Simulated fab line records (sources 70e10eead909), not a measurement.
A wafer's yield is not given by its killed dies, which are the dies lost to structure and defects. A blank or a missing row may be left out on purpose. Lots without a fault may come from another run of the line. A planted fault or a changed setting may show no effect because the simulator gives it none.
Which tool did it?	flow nandHarc	14 lots, 42 wafers sampled, at 7 steps of a route of 1302

== WHAT THE GAUGES READ, wafer by wafer ==
NHARC_P_ZERO_WELL_CD_MEAS_24 targets a cd of 720 nm. Usual: cdNm at 721.0 nm, with a standard deviation of 1.8.
lot	measured	on	cdNm (nm)	flag
L776	day 1 22:28	cdSem-02	718.7 718.0 719.3	
L777	day 2 08:36	cdSem-03	718.9 718.5 719.2	
L778	day 2 18:40	cdSem-03	720.9 721.9 720.7	
L779	day 3 04:36	cdSem-01	719.1 718.8 719.7	
L781	day 4 00:35	cdSem-03	719.7 722.9 722.0	
L783	day 4 20:28	cdSem-02	721.3 722.0 724.2	
L784	day 5 06:36	cdSem-01	721.6 722.9 721.1	
L785	day 5 16:28	cdSem-02	723.7 723.0 723.5	
L786	day 6 02:28	cdSem-03	721.1 722.8 721.9	
L788	day 6 22:39	cdSem-02	719.5 723.1 721.9	
L789	day 7 08:43	cdSem-02	718.5 717.6 721.7	
L796	day 10 07:22	cdSem-02	720.6 722.0 719.7	
L798	day 11 02:28	cdSem-03	723.2 722.3 723.1	
L799	day 11 12:29	cdSem-02	721.4 722.4 722.6	

NHARC_P_ZERO_WELL_CD_MEAS_37 targets a cd of 720 nm. Usual: cdNm at 720.9 nm, with a standard deviation of 1.6.
lot	measured	on	cdNm (nm)	flag
L776	day 2 00:01	cdSem-02	721.9 722.1 720.5	
L777	day 2 10:14	cdSem-01	718.1 718.4 718.5	
L778	day 2 20:11	cdSem-01	725.1 721.1 720.5	
L779	day 3 06:07	cdSem-03	720.0 721.5 717.9	
L781	day 4 02:05	cdSem-01	720.8 719.7 719.8	
L783	day 4 22:10	cdSem-02	723.9 723.3 721.3	
L784	day 5 08:14	cdSem-02	720.9 719.5 718.9	
L785	day 5 17:58	cdSem-01	719.8 718.4 720.4	
L786	day 6 04:07	cdSem-01	717.2 721.3 718.4	
L788	day 7 02:25	cdSem-03	719.6 722.1 719.5	
L789	day 7 10:14	cdSem-02	720.8 721.8 720.8	
L796	day 10 09:14	cdSem-01	718.8 719.8 719.6	
L798	day 11 04:07	cdSem-01	720.9 722.1 720.7	
L799	day 11 14:07	cdSem-02	720.1 718.6 719.1	

NHARC_P_STI_CD_MEAS_09 targets a cd of 200 nm. Usual: cdNm at 200.7 nm, with a standard deviation of 2.1.
lot	measured	on	cdNm (nm)	flag
L776	day 2 19:11	cdSem-01	201.6 202.5 200.4	
L777	day 3 09:52	cdSem-03	201.2 201.1 202.7	
L778	day 3 16:48	cdSem-02	200.1 202.6 203.0	
L779	day 4 00:13	cdSem-01	202.8 199.9 200.7	
L781	day 4 20:19	cdSem-01	201.0 196.4 201.3	
L783	day 5 16:53	cdSem-03	199.5 198.4 203.2	
L784	day 6 02:46	cdSem-01	199.8 201.9 204.1	
L785	day 6 13:40	cdSem-03	200.3 200.4 198.0	
L786	day 7 05:53	cdSem-01	200.5 202.4 201.6	
L788	day 7 20:19	cdSem-02	203.4 199.1 202.1	
L789	day 8 05:56	cdSem-01	198.6 199.3 196.8	
L796	day 11 05:28	cdSem-02	200.0 203.7 198.1	
L798	day 11 22:47	cdSem-02	155.5 157.1 199.1	OFF
L799	day 12 12:00	cdSem-02	153.8 196.8 156.5	OFF

NHARC_P_STI_CD_MEAS_16. Usual: cdNm at 200.2 nm, with a standard deviation of 2.3.
lot	measured	on	cdNm (nm)	flag
L776	day 2 19:54	cdSem-01	202.2 203.8 201.6	
L777	day 3 10:34	cdSem-03	202.9 201.5 202.6	
L778	day 3 17:30	cdSem-02	200.4 203.2 203.9	
L779	day 4 00:55	cdSem-02	200.6 199.1 200.0	
L781	day 4 21:01	cdSem-03	202.5 196.4 202.0	
L783	day 5 17:38	cdSem-03	198.4 197.2 203.9	
L784	day 6 03:28	cdSem-02	200.9 202.9 203.5	
L785	day 6 14:22	cdSem-02	201.6 200.7 198.3	
L786	day 7 06:36	cdSem-01	199.3 200.5 200.0	
L788	day 7 21:03	cdSem-02	202.2 199.0 200.4	
L789	day 8 06:38	cdSem-01	197.4 199.2 195.7	
L796	day 11 06:10	cdSem-02	198.2 202.7 197.3	
L798	day 11 23:30	cdSem-02	154.3 154.4 197.6	OFF
L799	day 12 12:42	cdSem-01	152.1 198.1 156.0	OFF

NHARC_P_STI_OCD_MEAS_17. Usual: trenchFootCdNm at 158.7 nm, with a standard deviation of 2.1.
lot	measured	on	trenchFootCdNm (nm)	flag
L776	day 2 19:59	ocd-02	159.7 160.6 158.0	
L777	day 3 10:39	ocd-02	159.0 158.3 161.2	
L778	day 3 17:35	ocd-02	158.6 160.5 160.8	
L779	day 4 01:00	ocd-02	160.8 158.4 158.6	
L781	day 4 21:07	ocd-01	160.1 155.3 159.8	
L783	day 5 17:43	ocd-02	158.0 156.3 161.1	
L784	day 6 03:33	ocd-01	157.8 158.9 161.9	
L785	day 6 14:26	ocd-02	158.0 158.5 155.2	
L786	day 7 06:41	ocd-01	157.2 160.6 158.5	
L788	day 7 21:08	ocd-01	161.2 157.7 160.4	
L789	day 8 06:44	ocd-01	156.1 157.7 155.5	
L796	day 11 06:15	ocd-01	158.5 162.8 156.6	
L798	day 11 23:35	ocd-01	112.5 114.9 156.0	OFF
L799	day 12 12:47	ocd-02	111.0 154.4 113.8	OFF

== WHICH TOOL RAN EACH LOT (tool, then ch and the chambers of the sampled wafers, then the start) ==
lot	NHARC_P_ZERO_WELL_ETCH_63	NHARC_P_STI_EXPOSE_06
L776	rieSi-04 ch 1,2,3, day 1 21:40	krfScanner-01 ch 0, day 2 19:02
L777	rieSi-04 ch 0,2, day 2 07:40	krfScanner-01 ch 0, day 3 09:43
L778	rieSi-05 ch 0,1, day 2 17:44	krfScanner-04 ch 0, day 3 16:39
L779	rieSi-02 ch 1,2,3, day 3 03:40	krfScanner-04 ch 0, day 4 00:04
L781	rieSi-04 ch 0,3, day 3 23:40	krfScanner-03 ch 0, day 4 20:10
L783	rieSi-02 ch 1,3, day 4 19:33	krfScanner-03 ch 0, day 5 16:44
L784	rieSi-04 ch 1,2,3, day 5 05:47	krfScanner-03 ch 0, day 6 02:37
L785	rieSi-05 ch 1,3, day 5 15:32	krfScanner-04 ch 0, day 6 13:31
L786	rieSi-02 ch 0,3, day 6 01:32	krfScanner-03 ch 0, day 7 05:44
L788	rieSi-02 ch 0,1,2, day 6 21:44	krfScanner-01 ch 0, day 7 20:10
L789	rieSi-05 ch 0,1,3, day 7 07:48	krfScanner-04 ch 0, day 8 05:47
L796	rieSi-02 ch 0,1,2, day 10 06:28	krfScanner-03 ch 0, day 11 05:19
L798	rieSi-02 ch 0,1, day 11 01:40	krfScanner-01 ch 0, day 11 22:38
L799	rieSi-05 ch 0,2,3, day 11 11:34	krfScanner-01 ch 0, day 12 11:51
- NHARC_P_ZERO_WELL_ETCH_63: etches the open film in HBr/Cl2, target depth 120 nm, time 40.1 s.
- NHARC_P_STI_EXPOSE_06: exposes mask P STI, target cd 200 nm.

== AS READ BY THE TOOLS THEMSELVES (means over the sampled wafers that have a number; for cases with no such wafer, the mark the record gives instead) ==
NHARC_P_ZERO_WELL_ETCH_63. Usual: biasW 100.0 W, standard deviation 0.31; drypumpMotorCurrentA 5.7 A, standard deviation 0.43; oesProductAu 1.005 a.u., standard deviation 0.0094; throttleValvePct 26.405 %, standard deviation 0.0086.
lot	tool	biasW (W)	drypumpMotorCurrentA (A)	oesProductAu (a.u.)	throttleValvePct (%)	flag
L776	rieSi-04	99.9	5.9	1.008	26.404	
L777	rieSi-04	100.0	5.5	0.998	26.399	
L778	rieSi-05	100.1	5.8	1.004	26.397	
L779	rieSi-02	100.2	5.3	1.009	26.406	
L781	rieSi-04	100.2	6.3	0.996	26.405	
L783	rieSi-02	100.0	5.1	1.003	26.406	
L784	rieSi-04	99.9	5.9	1.007	26.410	
L785	rieSi-05	100.4	5.4	0.998	26.410	
L786	rieSi-02	100.0	5.4	1.010	26.406	
L788	rieSi-02	99.8	5.7	1.011	26.404	
L789	rieSi-05	99.9	5.5	1.010	26.399	
L796	rieSi-02	99.9	5.7	1.020	26.404	
L798	rieSi-02	100.1	5.6	1.012	26.401	
L799	rieSi-05	100.1	5.5	1.010	26.396	

NHARC_P_STI_EXPOSE_06. Usual: stageVelMmS 499.95 mm/s, standard deviation 0.24.
lot	tool	stageVelMmS (mm/s)	flag
L776	krfScanner-01	499.72	
L777	krfScanner-01	499.57	
L778	krfScanner-04	499.73	
L779	krfScanner-04	499.85	
L781	krfScanner-03	499.92	
L783	krfScanner-03	500.21	
L784	krfScanner-03	499.86	
L785	krfScanner-04	500.16	
L786	krfScanner-03	500.13	
L788	krfScanner-01	499.77	
L789	krfScanner-04	499.93	
L796	krfScanner-03	499.99	
L798	krfScanner-01	499.76	
L799	krfScanner-01	500.37	

== THE ANSWER, worked out from the rows above alone ==
Rule: take the mean of a lot's wafers that have a number; if it is more than 3 standard deviations from the usual mean, the lot is off. Also off: a lot with no number at a reading for which 4 or more lots have one. All remaining lots with rows at the step are treated as sound. The gauges are gone through in route order, then the tools' own readings, and for those a lot's mean is taken as printed above. At the first step where some lot is off, the reading lying furthest off is the one used; lots without a number count as furthest.
Off: L798, L799, at NHARC_P_STI_CD_MEAS_09 (cdNm).
If a tool, at a process step before that reading, ran all the lots that are off and no sound lot after the first of them, it fits. Not tried: the gauges at NHARC_P_STI_CD_MEAS_09; whatever is off there is also off at NHARC_P_STI_OCD_MEAS_17, on other tools, and gauge error can't account for it. One fits: krfScanner-01 at NHARC_P_STI_EXPOSE_06. Its last sound lot is L788 (day 7 20:10), its first lot that is off L798 (day 11 22:38): a fault that began between those two fits.

== WHAT HAD BEEN PUT IN BY THE SIMULATOR ==
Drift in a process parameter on krfScanner-01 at NHARC_P_STI_EXPOSE_06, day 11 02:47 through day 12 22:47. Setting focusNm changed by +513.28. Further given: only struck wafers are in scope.
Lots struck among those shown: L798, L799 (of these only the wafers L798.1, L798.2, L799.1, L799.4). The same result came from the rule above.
